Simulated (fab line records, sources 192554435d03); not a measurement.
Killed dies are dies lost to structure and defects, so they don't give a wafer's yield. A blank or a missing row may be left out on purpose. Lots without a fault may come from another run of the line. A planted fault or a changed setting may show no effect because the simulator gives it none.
Split-lot experiment | flow n5_finfet | 7 lots, 21 wafers read, on a route of 1938 steps

THE SPLIT
At N5_PASSIVATION_ETCH_54 (etches SiO2 in CHF3/O2, target depth 880 nm, time 440 s), the setting bias_w was moved away from the recipe's 170 W on 8 of the 21 wafers read, by -13.1% to +11.9%. The other wafers ran this setting at the recipe's value.

The reading is taken at the split's own step.

THE READING
rf_vpp_V, in V, at N5_PASSIVATION_ETCH_54 (etches SiO2 in CHF3/O2, target depth 880 nm, time 440 s). Fault-free wafers of this fab line usually give 524 V, standard deviation 6.2 V.

wafer  | tool, chamber at the split | bias_w as run, W | against the recipe | rf_vpp_V, V | against lot-mates on the recipe
L075.4 | rie_diel-03, 3             | 170              | recipe             | 529         | -
L075.5 | rie_diel-03, 2             | 170              | recipe             | 522         | -
L075.6 | rie_diel-03, 3             | 170              | recipe             | 531         | -
L079.2 | rie_diel-04, 0             | 179.1            | +5.4%              | 548         | +22
L079.3 | rie_diel-04, 3             | 179.1            | +5.4%              | 536         | +10
L079.4 | rie_diel-04, 1             | 170              | recipe             | 526         | -
L082.1 | rie_diel-01, 0             | 189.9            | +11.7%             | 585         | +62
L082.3 | rie_diel-01, 2             | 170              | recipe             | 526         | -
L082.4 | rie_diel-01, 3             | 170              | recipe             | 520         | -
L083.3 | rie_diel-01, 0             | 170              | recipe             | 534         | -
L083.5 | rie_diel-01, 1             | 147.7            | -13.1%             | 467         | -67
L083.6 | rie_diel-01, 0             | 147.7            | -13.1%             | 478         | -56
L086.1 | rie_diel-01, 0             | 170              | recipe             | 534         | -
L086.3 | rie_diel-01, 2             | 170              | recipe             | 526         | -
L086.5 | rie_diel-01, 3             | 170              | recipe             | 521         | -
L092.1 | rie_diel-03, 3             | 170              | recipe             | 530         | -
L092.3 | rie_diel-03, 1             | 170              | recipe             | 527         | -
L092.4 | rie_diel-03, 0             | 170              | recipe             | 517         | -
L094.1 | rie_diel-04, 3             | 190.3            | +11.9%             | 565         | no lot-mate on the recipe
L094.4 | rie_diel-04, 2             | 190.3            | +11.9%             | 562         | no lot-mate on the recipe
L094.6 | rie_diel-04, 2             | 190.3            | +11.9%             | 561         | no lot-mate on the recipe

THE FIT
A straight line over all 21 wafers: rf_vpp_V changes by +3.74 V for each +1% of bias_w; r = +0.96; the points scatter about the line by 7.1 V.
The same after taking each lot's own level away (the mean of its wafers on the recipe; 18 wafers): +4.66 V for each +1%; r = +0.98; scatter 6 V.
On that fit, the largest move of bias_w shifts the reading by 61 V.
The lots' own levels span 523.0 to 534.0 V, that is 1.8 times the standard deviation above.
So the lot-to-lot level changes the slope: the two fits differ.
Check: with one of the wafers moved furthest among these (-13.1%) left out of the fit, the line predicts -58.7 V for it against its lot-mates. It came out at -67 V against them.
Tool readings at the split's step, against how far the setting was moved: rf_vpp_V r = +0.96.

OTHER SPLITS ON THESE WAFERS
These wafers also went through other splits before the reading. Each is held against what the fit with the lots' levels taken away leaves over:
other split on the same wafers           | wafers away from the commonest value | r with rf_vpp_V (lot level and that fit taken away)
N5_PASSIVATION_DEVELOP_43 develop_time_s | 6                                    | -0.02

THE FILE'S OWN FIT
rf_vpp_V changes by +4.79 V for each +1% of bias_w, r = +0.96.
